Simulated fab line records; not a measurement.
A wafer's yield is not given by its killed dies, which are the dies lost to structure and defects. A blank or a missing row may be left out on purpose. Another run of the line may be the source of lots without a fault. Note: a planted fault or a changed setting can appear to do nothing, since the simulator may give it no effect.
Matching of chambers || flow n5-finfet || N5_BEOL_M3_ILD_DEP_00 on pecvd-04 has 3 sister chambers
The step deposits SiOC from DEMS/O2, target thk 79 nm, time 15.3 s. 3 wafers are shown with their chamber, then 12 later ones without.

## WAFERS, EACH WITH ITS CHAMBER
{"wafer": "L082.2", "chamber": 2, "throttle-valve-pct (%)": 11.1}
{"wafer": "L083.5", "chamber": 0, "throttle-valve-pct (%)": 14.7}
{"wafer": "L083.6", "chamber": 1, "throttle-valve-pct (%)": 12.1}

## WAFERS WITHOUT THEIR CHAMBER
{"wafer": "L088.1", "throttle-valve-pct (%)": 12.2}
{"wafer": "L088.3", "throttle-valve-pct (%)": 11.1}
{"wafer": "L088.5", "throttle-valve-pct (%)": 11.1}
{"wafer": "L093.1", "throttle-valve-pct (%)": 11.2}
{"wafer": "L093.4", "throttle-valve-pct (%)": 12.2}
{"wafer": "L093.5", "throttle-valve-pct (%)": 14.9}
{"wafer": "L096.2", "throttle-valve-pct (%)": 11.0}
{"wafer": "L096.3", "throttle-valve-pct (%)": 12.4}
{"wafer": "L096.6", "throttle-valve-pct (%)": 12.3}
{"wafer": "L097.1", "throttle-valve-pct (%)": 12.0}
{"wafer": "L097.5", "throttle-valve-pct (%)": 12.3}
{"wafer": "L097.6", "throttle-valve-pct (%)": 11.1}

## THE CHAMBER EACH PASSED THROUGH
{"wafer": "L088.1", "from the rows above": 1, "in truth": 1}
{"wafer": "L088.3", "from the rows above": 2, "in truth": 2}
{"wafer": "L088.5", "from the rows above": 2, "in truth": 2}
{"wafer": "L093.1", "from the rows above": 2, "in truth": 2}
{"wafer": "L093.4", "from the rows above": 1, "in truth": 1}
{"wafer": "L093.5", "from the rows above": 0, "in truth": 0}
{"wafer": "L096.2", "from the rows above": 2, "in truth": 2}
{"wafer": "L096.3", "from the rows above": 1, "in truth": 1}
{"wafer": "L096.6", "from the rows above": 1, "in truth": 1}
{"wafer": "L097.1", "from the rows above": 1, "in truth": 1}
{"wafer": "L097.5", "from the rows above": 1, "in truth": 1}
{"wafer": "L097.6", "from the rows above": 2, "in truth": 2}
Placed correctly: 12 of 12. Number that these rows cannot place: 0. 0 placed wrongly.
How it was worked out, from the rows above alone: a wafer's distance from a chamber is the root of the sum, over the readings, of the square of ((its reading less the chamber's mean) divided by the reading's scatter). The wafer belongs to the nearest chamber; if the next one is less than 2 further off, it can't be placed. Each chamber's mean is taken over the wafers shown for it. The scatter: with one shown wafer a chamber, the root of the mean of the squares of how far each hidden wafer lies from its nearest shown one.
